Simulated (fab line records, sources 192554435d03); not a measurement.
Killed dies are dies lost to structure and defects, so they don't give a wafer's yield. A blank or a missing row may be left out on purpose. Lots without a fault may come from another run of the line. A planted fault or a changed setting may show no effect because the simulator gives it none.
Split-lot experiment | flow n5_finfet | 7 lots, 39 wafers read, on a route of 1938 steps

THE SPLIT
At N5_MOL_CONTACT_COAG_ETCH_15 (etches SiNx in CH3F/O2, stops on Si:P, target depth 7 nm), the setting target_depth_a was moved away from the recipe's 70 angstrom on 12 of the 39 wafers read, by +25.9% to +57.9%. The other wafers ran this setting at the recipe's value.

The file shows no step between the split and the reading.

THE READING
SOC_of_MOL_CONTACT_COAG_COAT_103.thk_nm (the simulator's own value, which no gauge read), in nm, at N5_MOL_CONTACT_COAG_ETCH_110 (etches Si in CF4/O2, target depth 2.5 nm, time 8 s). The file gives no usual value for it. The 27 wafers here that ran the recipe average 73.9 nm, standard deviation 0.3 nm.

wafer  | tool, chamber at the split | target_depth_a as run, angstrom | against the recipe | SOC_of_MOL_CONTACT_COAG_COAT_103.thk_nm, nm | against lot-mates on the recipe
L076.1 | rie_diel-02, 0             | 70                              | recipe             | 73.6                                        | -
L076.4 | rie_diel-02, 1,3,2         | 70                              | recipe             | 73.6                                        | -
L076.2 | rie_diel-02, 2             | 70                              | recipe             | 73.4                                        | -
L076.3 | rie_diel-02, 1,3,2         | 70                              | recipe             | 73.4                                        | -
L076.6 | rie_diel-02, 1,3,2         | 70                              | recipe             | 73.4                                        | -
L076.5 | rie_diel-02, 3             | 70                              | recipe             | 73.2                                        | -
L083.1 | rie_diel-05, 2             | 70                              | recipe             | 73.6                                        | -
L083.2 | rie_diel-05, 3,1           | 70                              | recipe             | 74                                          | -
L083.6 | rie_diel-05, 3,1           | 70                              | recipe             | 74                                          | -
L086.1 | rie_diel-02, 2             | 70                              | recipe             | 73.8                                        | -
L086.3 | rie_diel-02, 3,0,2,0,3     | 70                              | recipe             | 73.8                                        | -
L086.4 | rie_diel-02, 3,0,2,0,3     | 70                              | recipe             | 73.8                                        | -
L086.6 | rie_diel-02, 3,0,2,0,3     | 70                              | recipe             | 73.8                                        | -
L086.2 | rie_diel-02, 3,0,2,0,3     | 70                              | recipe             | 74                                          | -
L086.5 | rie_diel-02, 3,0,2,0,3     | 70                              | recipe             | 74                                          | -
L087.1 | rie_diel-05, 2,3           | 90.17                           | +28.8%             | 73.4                                        | -0.8
L087.2 | rie_diel-05, 0,3           | 70                              | recipe             | 74.2                                        | -
L087.3 | rie_diel-05, 2,3           | 90.17                           | +28.8%             | 73.2                                        | -1.0
L087.4 | rie_diel-05, 0,3           | 70                              | recipe             | 74                                          | -
L087.5 | rie_diel-05, 0             | 90.17                           | +28.8%             | 73                                          | -1.2
L087.6 | rie_diel-05, 2             | 70                              | recipe             | 74.4                                        | -
L089.1 | rie_diel-04, 0,3           | 70                              | recipe             | 73.8                                        | -
L089.2 | rie_diel-04, 1             | 70                              | recipe             | 74                                          | -
L089.3 | rie_diel-04, 0,3           | 70                              | recipe             | 73.6                                        | -
L089.4 | rie_diel-04, 2             | 88.15                           | +25.9%             | 72.8                                        | -1.0
L089.5 | rie_diel-04, 0,3           | 88.15                           | +25.9%             | 72.8                                        | -1.0
L089.6 | rie_diel-04, 0,3           | 88.15                           | +25.9%             | 72.8                                        | -1.0
L090.1 | rie_diel-05, 0             | 96.64                           | +38.1%             | 73                                          | -1.2
L090.2 | rie_diel-05, 3             | 70                              | recipe             | 74.2                                        | -
L090.3 | rie_diel-05, 2             | 96.64                           | +38.1%             | 72.8                                        | -1.4
L090.6 | rie_diel-05, 0             | 96.64                           | +38.1%             | 72.8                                        | -1.4
L090.4 | rie_diel-05, 2             | 70                              | recipe             | 74                                          | -
L090.5 | rie_diel-05, 3             | 70                              | recipe             | 74.4                                        | -
L096.1 | rie_diel-04, 3,0           | 70                              | recipe             | 74                                          | -
L096.2 | rie_diel-04, 1,0,1         | 110.5                           | +57.9%             | 72.2                                        | -1.8
L096.4 | rie_diel-04, 1,0,1         | 110.5                           | +57.9%             | 72.2                                        | -1.8
L096.3 | rie_diel-04, 2             | 70                              | recipe             | 73.8                                        | -
L096.5 | rie_diel-04, 1,0,1         | 110.5                           | +57.9%             | 72                                          | -2.0
L096.6 | rie_diel-04, 3,0           | 70                              | recipe             | 74.2                                        | -
Where a row lists several chambers, the file gives one row for several wafers and doesn't say which wafer went through which chamber.

THE FIT
A straight line over all 39 wafers: SOC_of_MOL_CONTACT_COAG_COAT_103.thk_nm changes by -0.029 nm for each +1% of target_depth_a; r = -0.89; the points scatter about the line by 0.28 nm.
The same after taking each lot's own level away (the mean of its wafers on the recipe; 39 wafers): -0.0337 nm for each +1%; r = -0.98; scatter 0.15 nm.
On that fit, the largest move of target_depth_a shifts the reading by 1.9 nm.
The lots' own levels span 73.43 to 74.20 nm, that is 2.5 times the standard deviation above.
So the lot-to-lot level changes the slope: the two fits differ.
Check: with one of the wafers moved furthest among these (+57.9%) left out of the fit, the line predicts -1.99 nm for it against its lot-mates. It came out at -1.8 nm against them.

OTHER SPLITS ON THESE WAFERS
These wafers also went through other splits before the reading. Each is held against what the fit with the lots' levels taken away leaves over:
other split on the same wafers                 | wafers away from the commonest value | r with SOC_of_MOL_CONTACT_COAG_COAT_103.thk_nm (lot level and that fit taken away)
N5_PMOS_HMC_CHANNEL_EPI_HM_DEP_34 target_thk_a | 18                                   | -0.11
N5_FIN_SAQP_SPACER2_ALD_28 target_thk_a        | 15                                   | -0.06
N5_SD_EPI_N_ETCH_16 target_depth_a             | 15                                   | +0.18

THE WHOLE CHAIN: every reading that the file lists as answering this split, in the file's order
step                         | what it does                                             | reading                                                                                  | change (the file's fit)                | r (the file's)
N5_MOL_CONTACT_COAG_ETCH_15  | etches SiNx in CH3F/O2, stops on Si:P, target depth 7 nm | SOC_of_MOL_CONTACT_COAG_COAT_103.thk_nm (the simulator's own value, which no gauge read) | -0.0345 nm for each +1% of the setting | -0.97
N5_MOL_CONTACT_COAG_ETCH_110 | etches Si in CF4/O2, target depth 2.5 nm, time 8 s       | SOC_of_MOL_CONTACT_COAG_COAT_103.thk_nm (the simulator's own value, which no gauge read) | -0.0339 nm for each +1% of the setting | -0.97

THE FILE'S OWN FIT
SOC_of_MOL_CONTACT_COAG_COAT_103.thk_nm changes by -0.0339 nm for each +1% of target_depth_a, r = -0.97.
